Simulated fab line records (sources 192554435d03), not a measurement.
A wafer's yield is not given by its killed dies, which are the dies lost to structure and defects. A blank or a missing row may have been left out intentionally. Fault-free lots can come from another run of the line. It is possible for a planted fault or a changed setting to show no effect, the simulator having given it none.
A struck lot beside a sound one    flow n5_finfet    16 out of 1938 route steps
Sound: these wafers, L388.4, L388.5, L388.6. Struck: wafer L396.2 (left out: L396.1, L396.5 of the same lot, which were not struck); the cause appears at the end.
For every step that has rows: the tool of each side, followed by ch and its chambers, followed by its first start. Under that, the readings that differ: sound wafers    struck wafers    difference of the means    sigmas: that difference in standard deviations of wafers without a fault.
alike: words and numbers the same on both sides, and readings whose means are apart by under 2 such deviations; not compared: readings that were withheld, readings missing a value for some wafer, numbers with overlapping values and no deviation given by the record, and bounds like >300 which may hide the same value.
A row with sigmas, a row that says differs or no value, or rows on one side alone: a step with any of these is where the two part. When numbers do not overlap yet have no deviation, they are printed without sigmas and do not part them. Lack of a reading on every wafer of one side parts them only where that side has two or more wafers.

first, 7 steps without rows for these wafers: N5_BEOL_M0_SAQP_COAT_87 (time 60 s, resist thk 5 nm); N5_BEOL_M0_SAQP_COAT_34 (resist thk 30 nm); N5_BEOL_M0_SAQP_EBR_36; N5_BEOL_M0_SAQP_SOFTBAKE_35 (time 60 s); N5_BEOL_M0_SAQP_EXPOSE_37 (exposes mask M0 CUT1, target cd 30 nm); N5_BEOL_M0_SAQP_PEB_38 (peb time 60 s); N5_BEOL_M0_SAQP_DEVELOP_39 (develop time 30 s).
N5_BEOL_M0_SAQP_CD_MEAS_40 targets a cd of 30 nm.
  sound on cd_sem-03 ch 0, day 6 21:17; struck on cd_sem-02 ch 0, day 8 14:57
  alike: cd_nm
N5_BEOL_M0_SAQP_OVL_MEAS_41:
  sound on overlay-02 ch 0, day 6 21:20; struck on overlay-02 ch 0, day 8 14:59
  alike: M0_CUT1_OVL
N5_BEOL_M0_SAQP_INSPECT_42: inspects for defects (brightfield).
  sound on defect_inspect-01, day 6 21:22; struck on defect_inspect-01, day 8 15:02
reading           sound        struck  difference  sigmas
raw_defect_count  151 213 213  374     +182        +2
N5_BEOL_M0_SAQP_DESCUM_45: chemistry O2, time 7 s.
  sound on rie_diel-02 ch 0,1,2, day 6 21:25; struck on rie_diel-02 ch 1, day 8 15:04
  alike: drypump_motor_current_A, oes_product_au, rf_vpp_V, showerhead_plenum_p_Torr, throttle_valve_pct
  not compared: rf_hours_counter_h
N5_BEOL_M0_SAQP_ETCH_88: etches underlayer in N2/H2, target depth 6.5 nm, time 5.2 s.
  sound on rie_diel-02 ch 0,1,2, day 6 21:26; struck on rie_diel-02 ch 1, day 8 15:06
  alike: drypump_motor_current_A, etch_rf_on_time_s, oes_product_au, rf_vpp_V, showerhead_plenum_p_Torr, throttle_valve_pct
  not compared: rf_hours_counter_h
N5_BEOL_M0_SAQP_ETCH_73: etches SiARC in CF4, target depth 19.5 nm, time 32.5 s.
  sound on rie_diel-02 ch 0,1,2, day 6 21:28; struck on rie_diel-02 ch 1, day 8 15:07
reading                          sound              struck  difference  sigmas
cf4_flow_sccm (sccm)             100.1 99.9 99.8    70.3    -29.6       -99
showerhead_plenum_p_Torr (Torr)  2.04 2.21 2.18     1.96    -0.18       -3
throttle_valve_pct (%)           15.59 15.71 15.24  14.03   -1.48       -7
  alike: drypump_motor_current_A, etch_rf_on_time_s, oes_product_au, rf_vpp_V
  not compared: rf_hours_counter_h
N5_BEOL_M0_SAQP_CUT_ETCH_46: etches SOC in N2/H2, target depth 135 nm, overetch 27 nm, time 202.5 s.
  sound on rie_diel-02 ch 0,1,2, day 6 21:29; struck on rie_diel-02 ch 1, day 8 15:09
  alike: drypump_motor_current_A, rf_vpp_V, showerhead_plenum_p_Torr, throttle_valve_pct
  not compared: rf_hours_counter_h
-- the record jumps here: 3 days lie between the struck wafers' starts before and after (it left off in module BEOL_M0_SAQP and takes up again in module BEOL_M4, whose first step shown is number 1111 of the route) --
N5_BEOL_M4_RC_MEAS_101:
  sound on prober-02 ch 0, day 9 15:13; struck on prober-02 ch 0, day 11 09:22
reading        sound           struck  difference  sigmas
DIBL_N (mV/V)  36.5 34.8 37.0  29.8    -6.3        -2
  alike: DIBL_P, IOFF_N, IOFF_P, ION_N, ION_P, SS_N, SS_P, VT_N, VT_P
-- record jumps: 5 days separate the struck wafers' starts on either side; left off in module BEOL_M4, taken up again in module PASSIVATION, whose first shown step is the route's number 1936 --
N5_PASSIVATION_PROBE_49:
  sound on prober-01, day 13 19:48; struck on prober-01, day 15 21:28
reading                   sound           struck  difference  sigmas
defect_limited_yield (%)  91.5 91.8 92.4  88.4    -3.5        -2
killed_at_M0_to_M3        26 24 17        49      +27         +3
killed_at_front_end       31 40 39        60      +23         +2
killed_dies               100 97 90       137     +41         +3
killed_short              30 32 27        47      +17         +2
sort_bin_5_function (%)   5.0 5.1 3.6     7.2     +2.6        +3
sort_n_pass               1080 1083 1090  1043    -41         -2
sort_yield_pct (%)        91.5 91.8 92.4  88.4    -3.5        -2
  alike: killed_at_M4_up, killed_at_contacts, killed_at_other, killed_open, sort_bin_6_memory, sort_bin_8_speed

## WHERE THEY PART
First at N5_BEOL_M0_SAQP_INSPECT_42; last, within this record, at N5_PASSIVATION_PROBE_49.

WHY: what the simulator had put in
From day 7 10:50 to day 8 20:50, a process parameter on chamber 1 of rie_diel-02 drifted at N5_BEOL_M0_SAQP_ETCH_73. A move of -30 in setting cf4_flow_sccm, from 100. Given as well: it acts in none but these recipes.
